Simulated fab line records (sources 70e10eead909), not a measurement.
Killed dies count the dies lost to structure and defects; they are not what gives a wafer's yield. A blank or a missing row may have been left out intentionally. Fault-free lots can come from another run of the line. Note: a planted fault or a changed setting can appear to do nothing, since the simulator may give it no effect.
Matching of chambers || flow nand_harc || NHARC_A_WL_FILL_STRIP_29 on rie_diel-10: 4 sister chambers
The step strips in O2, time 20 s. 18 wafers are shown with their chamber, then 9 later ones without.

== EACH WAFER AND ITS CHAMBER ==
{"wafer": "L075.3", "chamber": 1, "drypump_motor_current_A (A)": 6.2, "oes_product_au (a.u.)": 0.992, "rf_vpp_V (V)": 58.3}
{"wafer": "L075.5", "chamber": 1, "drypump_motor_current_A (A)": 6.2, "oes_product_au (a.u.)": 0.997, "rf_vpp_V (V)": 58.1}
{"wafer": "L075.6", "chamber": 2, "drypump_motor_current_A (A)": 5.6, "oes_product_au (a.u.)": 0.978, "rf_vpp_V (V)": 56.9}
{"wafer": "L082.1", "chamber": 3, "drypump_motor_current_A (A)": 5.6, "oes_product_au (a.u.)": 1.001, "rf_vpp_V (V)": 59.2}
{"wafer": "L082.3", "chamber": 0, "drypump_motor_current_A (A)": 6.0, "oes_product_au (a.u.)": 0.985, "rf_vpp_V (V)": 56.3}
{"wafer": "L082.6", "chamber": 0, "drypump_motor_current_A (A)": 6.0, "oes_product_au (a.u.)": 0.987, "rf_vpp_V (V)": 57.0}
{"wafer": "L082.2", "chamber": 1, "drypump_motor_current_A (A)": 6.2, "oes_product_au (a.u.)": 1.011, "rf_vpp_V (V)": 58.2}
{"wafer": "L082.4", "chamber": 2, "drypump_motor_current_A (A)": 5.6, "oes_product_au (a.u.)": 1.006, "rf_vpp_V (V)": 57.5}
{"wafer": "L082.5", "chamber": 3, "drypump_motor_current_A (A)": 5.6, "oes_product_au (a.u.)": 1.006, "rf_vpp_V (V)": 58.1}
{"wafer": "L088.1", "chamber": 1, "drypump_motor_current_A (A)": 6.2, "oes_product_au (a.u.)": 1.008, "rf_vpp_V (V)": 58.8}
{"wafer": "L088.3", "chamber": 0, "drypump_motor_current_A (A)": 6.0, "oes_product_au (a.u.)": 1.002, "rf_vpp_V (V)": 58.8}
{"wafer": "L088.5", "chamber": 3, "drypump_motor_current_A (A)": 5.6, "oes_product_au (a.u.)": 1.007, "rf_vpp_V (V)": 57.7}
{"wafer": "L092.1", "chamber": 3, "drypump_motor_current_A (A)": 5.6, "oes_product_au (a.u.)": 1.020, "rf_vpp_V (V)": 58.4}
{"wafer": "L092.2", "chamber": 0, "drypump_motor_current_A (A)": 6.0, "oes_product_au (a.u.)": 0.988, "rf_vpp_V (V)": 57.2}
{"wafer": "L092.3", "chamber": 2, "drypump_motor_current_A (A)": 5.7, "oes_product_au (a.u.)": 1.002, "rf_vpp_V (V)": 57.2}
{"wafer": "L092.4", "chamber": 1, "drypump_motor_current_A (A)": 6.2, "oes_product_au (a.u.)": 0.994, "rf_vpp_V (V)": 58.0}
{"wafer": "L092.5", "chamber": 3, "drypump_motor_current_A (A)": 5.6, "oes_product_au (a.u.)": 1.020, "rf_vpp_V (V)": 57.9}
{"wafer": "L092.6", "chamber": 2, "drypump_motor_current_A (A)": 5.6, "oes_product_au (a.u.)": 1.008, "rf_vpp_V (V)": 58.1}

SIGNATURES (averages over the wafers above)
{"reading": "drypump_motor_current_A", "chamber 0": 6.000, "chamber 1": 6.200, "chamber 2": 5.625, "chamber 3": 5.600, "scatter within a chamber": 0.0231}
{"reading": "oes_product_au", "chamber 0": 0.99050, "chamber 1": 1.00040, "chamber 2": 0.99850, "chamber 3": 1.01080, "scatter within a chamber": 0.00984}
{"reading": "rf_vpp_V", "chamber 0": 57.325, "chamber 1": 58.280, "chamber 2": 57.425, "chamber 3": 58.260, "scatter within a chamber": 0.649}
Rule: a wafer's distance from a chamber is the root of the sum, over the readings, of the square of ((its reading less the chamber's mean) divided by the reading's scatter). The wafer belongs to the nearest chamber; if the next one is less than 2 further off, it can't be placed. The scatter is the square root of a quotient: the sum, over the shown wafers, of each reading's squared deviation from its chamber's mean, divided by wafers minus chambers.

== WAFERS MISSING THEIR CHAMBER ==
{"wafer": "L094.1", "drypump_motor_current_A (A)": 6.2, "oes_product_au (a.u.)": 0.998, "rf_vpp_V (V)": 57.6}
{"wafer": "L094.2", "drypump_motor_current_A (A)": 6.0, "oes_product_au (a.u.)": 0.981, "rf_vpp_V (V)": 56.9}
{"wafer": "L094.3", "drypump_motor_current_A (A)": 5.6, "oes_product_au (a.u.)": 1.005, "rf_vpp_V (V)": 58.4}
{"wafer": "L094.4", "drypump_motor_current_A (A)": 5.6, "oes_product_au (a.u.)": 1.000, "rf_vpp_V (V)": 56.6}
{"wafer": "L094.5", "drypump_motor_current_A (A)": 5.7, "oes_product_au (a.u.)": 1.009, "rf_vpp_V (V)": 58.2}
{"wafer": "L094.6", "drypump_motor_current_A (A)": 6.1, "oes_product_au (a.u.)": 0.993, "rf_vpp_V (V)": 58.0}
{"wafer": "L096.2", "drypump_motor_current_A (A)": 5.6, "oes_product_au (a.u.)": 1.017, "rf_vpp_V (V)": 57.4}
{"wafer": "L096.3", "drypump_motor_current_A (A)": 6.2, "oes_product_au (a.u.)": 1.014, "rf_vpp_V (V)": 58.7}
{"wafer": "L096.4", "drypump_motor_current_A (A)": 5.6, "oes_product_au (a.u.)": 1.023, "rf_vpp_V (V)": 57.8}

== THE CHAMBER EACH PASSED THROUGH ==
{"wafer": "L094.1", "from the rows above": 1, "in truth": 1}
{"wafer": "L094.2", "from the rows above": 0, "in truth": 0}
{"wafer": "L094.3", "from the rows above": "can't be placed: 3 or 2", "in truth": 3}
{"wafer": "L094.4", "from the rows above": "can't be placed: 2 or 3", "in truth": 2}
{"wafer": "L094.5", "from the rows above": "can't be placed: 2 or 3", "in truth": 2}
{"wafer": "L094.6", "from the rows above": "can't be placed: 1 or 0", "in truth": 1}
{"wafer": "L096.2", "from the rows above": "can't be placed: 3 or 2", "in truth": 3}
{"wafer": "L096.3", "from the rows above": 1, "in truth": 1}
{"wafer": "L096.4", "from the rows above": "can't be placed: 3 or 2", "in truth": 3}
Correct placement for 3 of the 9. Cannot be placed on the basis of these rows: 6; the candidates contain the true chamber in 6. Wrongly placed: 0.
